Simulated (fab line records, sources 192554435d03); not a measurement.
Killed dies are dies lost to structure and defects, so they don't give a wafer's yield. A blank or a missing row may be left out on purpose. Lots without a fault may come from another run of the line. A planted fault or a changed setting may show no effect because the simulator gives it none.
Tool commonality check | flow n5_finfet | 12 lots, 33 wafers sampled

WHY IT WAS OPENED
At N5_HKMG_FIN_CD_MEAS_12 the reading cd_nm is flagged on 2 of 12 lots. Wafers without a fault read 92.7 nm, standard deviation 0.66.
Rule: a lot is flagged when every wafer of it that has a number lies more than 4 standard deviations from that mean, or none has a number. The other lots count as sound.

lot  | measured     | on        | cd_nm (nm), wafer by wafer | flag
L778 | day 4 02:59  | cd_sem-02 | 91.8 93.1 92.7             |
L780 | day 4 19:29  | cd_sem-02 | 92.6 93.2                  |
L781 | day 5 01:46  | cd_sem-03 | 84.9 85.5 84.6             | FLAGGED
L782 | day 5 02:17  | cd_sem-01 | 83.1 84.0 84.5             | FLAGGED
L793 | day 7 23:56  | cd_sem-02 | 92.8 94.0                  |
L794 | day 8 03:02  | cd_sem-03 | 92.9 94.6 93.0             |
L795 | day 8 10:46  | cd_sem-02 | 92.5 92.7 92.8             |
L797 | day 8 19:28  | cd_sem-03 | 93.3 92.5                  |
L798 | day 9 02:22  | cd_sem-03 | 91.7 93.1 93.4             |
L799 | day 9 05:49  | cd_sem-02 | 91.7 91.6 93.1             |
L800 | day 9 18:43  | cd_sem-03 | 92.9 93.0 93.1             |
L801 | day 10 00:59 | cd_sem-03 | 93.5 92.7 94.1             |
The numbers of the flagged lots are 84.4 nm on average: -8.3 nm against the usual, or -13 standard deviations.

WHICH TOOL RAN EACH LOT
The record holds 2 process steps before the reading, out of a route of 1938 steps. In each cell: the tool, then ch and the chambers that the sampled wafers went through, then the start.
lot  | flag    | N5_HKMG_FIN_ALD_79                 | N5_HKMG_FIN_PEB_10
L778 |         | ald_metal-03 ch 1,2, day 4 01:11   | litho_track-02 ch 0, day 4 02:55
L780 |         | ald_metal-04 ch 0,3, day 4 17:34   | litho_track-01 ch 0, day 4 19:25
L781 | FLAGGED | ald_metal-03 ch 0,1,3, day 4 23:49 | litho_track-01 ch 0, day 5 01:41
L782 | FLAGGED | ald_metal-01 ch 0,3, day 5 00:20   | litho_track-01 ch 0, day 5 02:13
L793 |         | ald_metal-01 ch 1, day 7 21:58     | litho_track-04 ch 0, day 7 23:52
L794 |         | ald_metal-03 ch 0,1,2, day 8 01:05 | litho_track-04 ch 0, day 8 02:58
L795 |         | ald_metal-01 ch 1,3, day 8 08:29   | litho_track-01 ch 0, day 8 10:41
L797 |         | ald_metal-01 ch 1,3, day 8 17:33   | litho_track-01 ch 0, day 8 19:24
L798 |         | ald_metal-04 ch 0,1,3, day 9 00:26 | litho_track-01 ch 0, day 9 02:17
L799 |         | ald_metal-04 ch 0,1,2, day 9 04:01 | litho_track-02 ch 0, day 9 05:45
L800 |         | ald_metal-01 ch 0,1,2, day 9 16:47 | litho_track-01 ch 0, day 9 18:39
L801 |         | ald_metal-03 ch 1,2, day 9 22:55   | litho_track-01 ch 0, day 10 00:55
What these steps do:
- N5_HKMG_FIN_ALD_79: deposits TiN, target thk 1.5 nm, pulse time 1 s, purge time 3 s.
- N5_HKMG_FIN_PEB_10: peb time 60 s.
- N5_HKMG_FIN_CD_MEAS_12: target cd 92.8 nm.

FLAGGED OVER TOTAL, TOOL BY TOOL (the gauges that took the reading come last)
step                   | tool           | lots run | flagged | share of the flagged lots | sound lots run after its first flagged lot
N5_HKMG_FIN_ALD_79     | ald_metal-01   | 5        | 1       | some                      | 4 (L793,L795,L797,L800)
N5_HKMG_FIN_ALD_79     | ald_metal-03   | 4        | 1       | some                      | 2 (L794,L801)
N5_HKMG_FIN_ALD_79     | ald_metal-04   | 3        | 0       | none                      | -
N5_HKMG_FIN_PEB_10     | litho_track-01 | 8        | 2       | all                       | 5 (L795,L797,L798,L800,L801)
N5_HKMG_FIN_PEB_10     | litho_track-02 | 2        | 0       | none                      | -
N5_HKMG_FIN_PEB_10     | litho_track-04 | 2        | 0       | none                      | -
N5_HKMG_FIN_CD_MEAS_12 | cd_sem-01      | 1        | 1       | some                      | 0
N5_HKMG_FIN_CD_MEAS_12 | cd_sem-02      | 5        | 0       | none                      | -
N5_HKMG_FIN_CD_MEAS_12 | cd_sem-03      | 6        | 1       | some                      | 5 (L794,L797,L798,L800,L801)

WHAT THE TABLE ALLOWS
1 row of the table ran every flagged lot: litho_track-01 at N5_HKMG_FIN_PEB_10.
- litho_track-01 at N5_HKMG_FIN_PEB_10: 2 of its 8 lots flagged. Sound lots ran on it after the first flagged one (L795, L797, L798, L800, L801), which a lasting fault on the whole tool wouldn't allow.
No row of the table ran every flagged lot and no sound lot after the first.

WHAT THE SIMULATOR HAD PUT IN
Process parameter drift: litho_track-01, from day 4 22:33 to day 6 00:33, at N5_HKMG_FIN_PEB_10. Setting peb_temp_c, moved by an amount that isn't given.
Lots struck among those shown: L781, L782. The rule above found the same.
